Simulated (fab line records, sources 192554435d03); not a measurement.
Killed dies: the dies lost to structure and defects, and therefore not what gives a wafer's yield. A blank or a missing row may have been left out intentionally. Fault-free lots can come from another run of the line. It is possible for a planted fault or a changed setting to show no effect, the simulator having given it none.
The tool behind it: which one? ; flow n5 finfet ; 24 lots, 72 wafers sampled, at 5 steps of a route of 1938

== WHAT THE GAUGES READ, wafer by wafer ==
N5_ZERO_LAYER_CD_MEAS_11: target cd 2000 nm.
lot;measured;on;cd nm (nm)
L074;day 1 12:38;cd sem-02;2001.0 2000.1 1998.9
L075;day 1 18:46;cd sem-03;1998.8 2000.2 2001.9
L076;day 2 00:47;cd sem-01;1999.7 2002.3 1998.8
L077;day 2 06:38;cd sem-02;1997.6 1999.9 1998.3
L078;day 2 12:47;cd sem-03;2000.1 2001.5 2000.9
L079;day 2 18:46;cd sem-03;1998.8 1997.3 1997.2
L080;day 3 00:46;cd sem-03;2002.0 2003.9 2005.0
L081;day 3 06:38;cd sem-03;1999.6 2001.0 2004.8
L082;day 3 12:38;cd sem-03;1998.5 2000.8 1999.3
L083;day 3 18:38;cd sem-01;1999.1 2001.8 1997.7
L084;day 4 00:46;cd sem-02;1999.7 1999.8 2003.1
L085;day 4 06:47;cd sem-02;1999.0 1997.7 1999.9
L086;day 4 12:38;cd sem-01;2000.5 1997.3 1999.6
L087;day 4 18:46;cd sem-02;1998.2 2002.1 1997.6
L088;day 5 00:38;cd sem-02;2000.2 1997.4 1997.2
L089;day 5 06:39;cd sem-01;1997.2 2003.6 1999.8
L090;day 5 12:46;cd sem-01;1999.7 2000.7 1998.0
L091;day 5 18:46;cd sem-01;2001.0 2001.0 2003.7
L092;day 6 00:38;cd sem-03;1997.6 1999.6 1998.9
L093;day 6 06:47;cd sem-01;1996.2 1999.2 1996.5
L094;day 6 12:46;cd sem-01;2002.7 2001.4 1999.2
L095;day 6 18:41;cd sem-03;2001.2 1998.1 1999.7
L096;day 7 00:47;cd sem-01;2000.9 2001.3 1997.5
L097;day 7 06:46;cd sem-02;1999.0 1998.3 1998.6

N5_PMOS_HMC_CHANNEL_EPI_INSPECT_30: inspects for defects (darkfield).
lot;measured;on;raw defect count
L074;day 1 21:31;defect inspect-02;24 13 17
L075;day 2 03:13;defect inspect-01;21 16 16
L076;day 2 12:21;defect inspect-01;20 12 15
L077;day 2 14:07;defect inspect-01;15 23 14
L078;day 2 20:18;defect inspect-02;22 15 20
L079;day 3 02:12;defect inspect-01;8 10 16
L080;day 3 09:04;defect inspect-02;21 17 17
L081;day 3 14:34;defect inspect-02;17 14 27
L082;day 3 20:20;defect inspect-02;16 23 17
L083;day 4 08:17;defect inspect-01;16 15 20
L084;day 4 08:29;defect inspect-01;12 27 16
L085;day 4 14:20;defect inspect-01;13 16 20
L086;day 4 20:28;defect inspect-01;11 24 9
L087;day 5 03:14;defect inspect-01;12 22 13
L088;day 5 12:28;defect inspect-02;15 13 25
L089;day 5 14:37;defect inspect-01;13 19 13
L090;day 5 22:05;defect inspect-02;15 20 16
L091;day 6 02:21;defect inspect-01;5 16 15
L092;day 6 10:02;defect inspect-01;29 20 15
L093;day 6 17:12;defect inspect-01;11 27 20
L094;day 6 20:40;defect inspect-02;38 14 16
L095;day 7 02:50;defect inspect-01;16 18 25
L096;day 7 09:04;defect inspect-01;27 22 16
L097;day 7 14:04;defect inspect-02;23 21 26

N5_FIN_SAQP_THK_MEAS_07.
lot;measured;on;thk nm (nm)
L074;day 1 22:26;film metro-01;60.9 59.9 60.0
L075;day 2 04:09;film metro-02;58.6 60.4 59.2
L076;day 2 13:16;film metro-02;60.6 59.8 59.9
L077;day 2 14:59;film metro-02;60.2 61.0 59.5
L078;day 2 21:23;film metro-01;58.5 59.7 59.9
L079;day 3 03:04;film metro-01;58.8 58.7 60.4
L080;day 3 09:55;film metro-01;57.5 59.0 60.0
L081;day 3 15:25;film metro-02;59.6 59.8 61.1
L082;day 3 21:22;film metro-02;59.8 61.0 61.6
L083;day 4 09:08;film metro-02;60.0 60.0 61.2
L084;day 4 09:35;film metro-02;58.0 59.3 59.9
L085;day 4 16:02;film metro-01;59.3 60.6 58.8
L086;day 4 21:19;film metro-01;57.8 58.7 59.4
L087;day 5 04:05;film metro-01;60.2 59.2 60.0
L088;day 5 13:31;film metro-01;60.8 59.6 61.7
L089;day 5 15:27;film metro-01;59.7 58.6 60.6
L090;day 5 22:56;film metro-02;59.5 60.4 59.2
L091;day 6 03:11;film metro-01;58.5 59.4 60.7
L092;day 6 10:56;film metro-02;58.9 59.5 59.5
L093;day 6 18:32;film metro-02;61.3 61.5 61.0
L094;day 6 21:30;film metro-01;58.9 59.8 59.5
L095;day 7 04:07;film metro-01;58.9 60.1 61.9
L096;day 7 09:54;film metro-01;59.5 61.1 60.6
L097;day 7 15:28;film metro-01;60.7 60.1 61.2

== WHICH TOOL RAN EACH LOT (tool, then ch and the chambers of the sampled wafers, then the start) ==
lot;N5_PMOS_HMC_CHANNEL_EPI_HM_DEP_34;N5_FIN_SAQP_PECVD_06
L074;pecvd-02 ch 0,1,2, day 1 17:40;pecvd-04 ch 0,1,2, day 1 22:20
L075;pecvd-01 ch 0,2, day 1 22:53;pecvd-04 ch 0,2, day 2 04:04
L076;pecvd-01 ch 0,1,2, day 2 08:10;pecvd-02 ch 0,1, day 2 13:10
L077;pecvd-01 ch 0,1,2, day 2 10:39;pecvd-04 ch 0,1,2, day 2 14:53
L078;pecvd-03 ch 0,1,2, day 2 16:57;pecvd-03 ch 0,2, day 2 21:18
L079;pecvd-02 ch 0,1, day 2 22:58;pecvd-03 ch 0,1,2, day 3 02:58
L080;pecvd-02 ch 0,1,2, day 3 05:20;pecvd-04 ch 0,1, day 3 09:49
L081;pecvd-01 ch 0,2, day 3 10:56;pecvd-04 ch 0,1, day 3 15:19
L082;pecvd-03 ch 1,2, day 3 16:35;pecvd-02 ch 0,2, day 3 21:17
L083;pecvd-03 ch 0,2, day 4 04:20;pecvd-03 ch 1,2, day 4 09:02
L084;pecvd-01 ch 0,1,2, day 4 05:23;pecvd-03 ch 0,1,2, day 4 09:29
L085;pecvd-02 ch 0,1, day 4 10:59;pecvd-03 ch 0,1,2, day 4 15:56
L086;pecvd-03 ch 1,2, day 4 17:08;pecvd-03 ch 0,1,2, day 4 21:13
L087;pecvd-03 ch 0,2, day 4 23:38;pecvd-02 ch 0,1,2, day 5 03:59
L088;pecvd-03 ch 0,2, day 5 09:11;pecvd-04 ch 0,1,2, day 5 13:25
L089;pecvd-03 ch 0,1,2, day 5 11:31;pecvd-03 ch 0,1,2, day 5 15:22
L090;pecvd-02 ch 0,1, day 5 17:46;pecvd-02 ch 0,1, day 5 22:50
L091;pecvd-02 ch 0,1,2, day 5 23:08;pecvd-03 ch 0,1,2, day 6 03:06
L092;pecvd-03 ch 0,1, day 6 05:34;pecvd-04 ch 0,1, day 6 10:51
L093;pecvd-03 ch 0,1,2, day 6 13:35;pecvd-02 ch 0,1,2, day 6 18:28
L094;pecvd-02 ch 0,2, day 6 17:13;pecvd-03 ch 0,2, day 6 21:25
L095;pecvd-01 ch 0,1,2, day 6 22:56;pecvd-04 ch 0,2, day 7 04:01
L096;pecvd-02 ch 1,2, day 7 05:17;pecvd-03 ch 0,1,2, day 7 09:49
L097;pecvd-01 ch 0,1,2, day 7 10:58;pecvd-02 ch 0,1, day 7 15:23
- N5_PMOS_HMC_CHANNEL_EPI_HM_DEP_34: deposits SiO2 from TEOS/O2, target thk 36 nm, time 6.9 s.
- N5_FIN_SAQP_PECVD_06: deposits a-Si from SiH4/He, target thk 60 nm, time 48.1 s.

== WHAT THE TOOLS THEMSELVES READ (means of the sampled wafers that have a number; where no wafer has one, the mark that the record gives instead) ==
N5_PMOS_HMC_CHANNEL_EPI_HM_DEP_34.
lot;tool;chamber pressure Torr (Torr);heater power w (W);showerhead plenum p Torr (Torr);throttle valve pct (%)
L074;pecvd-02;6.503;538;8.36;18.5
L075;pecvd-01;6.484;514;8.31;17.8
L076;pecvd-01;6.507;537;8.29;18.2
L077;pecvd-01;6.500;582;8.27;18.3
L078;pecvd-03;6.507;485;8.37;18.7
L079;pecvd-02;6.484;605;8.38;19.2
L080;pecvd-02;6.510;622;8.37;18.2
L081;pecvd-01;6.502;478;8.32;17.8
L082;pecvd-03;6.498;463;8.39;18.4
L083;pecvd-03;6.507;457;8.38;18.4
L084;pecvd-01;6.501;557;8.30;18.1
L085;pecvd-02;6.497;601;8.38;19.2
L086;pecvd-03;6.495;471;8.38;18.8
L087;pecvd-03;6.504;432;8.37;18.6
L088;pecvd-03;6.497;480;8.37;18.2
L089;pecvd-03;6.498;453;8.38;18.7
L090;pecvd-02;6.499;609;8.38;19.2
L091;pecvd-02;6.512;561;8.35;18.2
L092;pecvd-03;6.505;523;8.37;19.3
L093;pecvd-03;6.505;470;8.38;18.8
L094;pecvd-02;6.486;617;8.35;18.3
L095;pecvd-01;6.498;542;8.28;18.2
L096;pecvd-02;6.504;554;8.35;17.3
L097;pecvd-01;6.508;508;8.30;18.4

N5_FIN_SAQP_PECVD_06.
lot;tool;chamber pressure Torr (Torr);heater power w (W);showerhead plenum p Torr (Torr);throttle valve pct (%)
L074;pecvd-04;2.998;861;5.65;17.9
L075;pecvd-04;2.997;861;5.65;18.8
L076;pecvd-02;3.000;911;5.70;18.6
L077;pecvd-04;2.997;879;5.65;17.9
L078;pecvd-03;3.003;770;5.72;17.7
L079;pecvd-03;3.003;733;5.70;18.3
L080;pecvd-04;2.997;860;5.65;18.6
L081;pecvd-04;2.998;785;5.65;18.6
L082;pecvd-02;3.009;783;5.67;16.6
L083;pecvd-03;2.997;773;5.71;18.3
L084;pecvd-03;3.000;746;5.71;18.3
L085;pecvd-03;3.006;755;5.71;18.4
L086;pecvd-03;2.996;737;5.71;18.2
L087;pecvd-02;3.001;788;5.68;17.7
L088;pecvd-04;2.999;828;5.65;18.1
L089;pecvd-03;2.994;788;5.71;18.4
L090;pecvd-02;3.001;942;5.71;18.8
L091;pecvd-03;3.000;765;5.71;18.2
L092;pecvd-04;3.002;819;5.64;18.6
L093;pecvd-02;2.997;870;5.68;17.8
L094;pecvd-03;2.995;713;5.72;17.6
L095;pecvd-04;3.003;863;5.66;18.7
L096;pecvd-03;3.003;710;5.72;18.3
L097;pecvd-02;2.999;913;5.71;18.8

== THE ANSWER, worked out from the rows above alone ==
Rule: the usual values come from the lots themselves. Put in order of their means at a reading, lots are off if they are a third of the lots or fewer, leave a main group of 4 or more, and stand apart from it by a gap of 3 or more times the standard deviation of the main group's means; of several such gaps the widest counts. Not used: any main group whose means are identical at the precision the tables above print for the reading. A lot without any number at a reading at which 4 lots or more have one is off too. All remaining lots with rows at the step are treated as sound. After the gauges, taken in route order, come the tools' own readings; for these a lot's mean is taken, as printed above. At the first step where some lot is off, the reading lying furthest off is the one used; lots without a number count as furthest.
Nothing can be told from this: no lot is off at any reading shown.

== WHAT THE SIMULATOR HAD INSERTED ==
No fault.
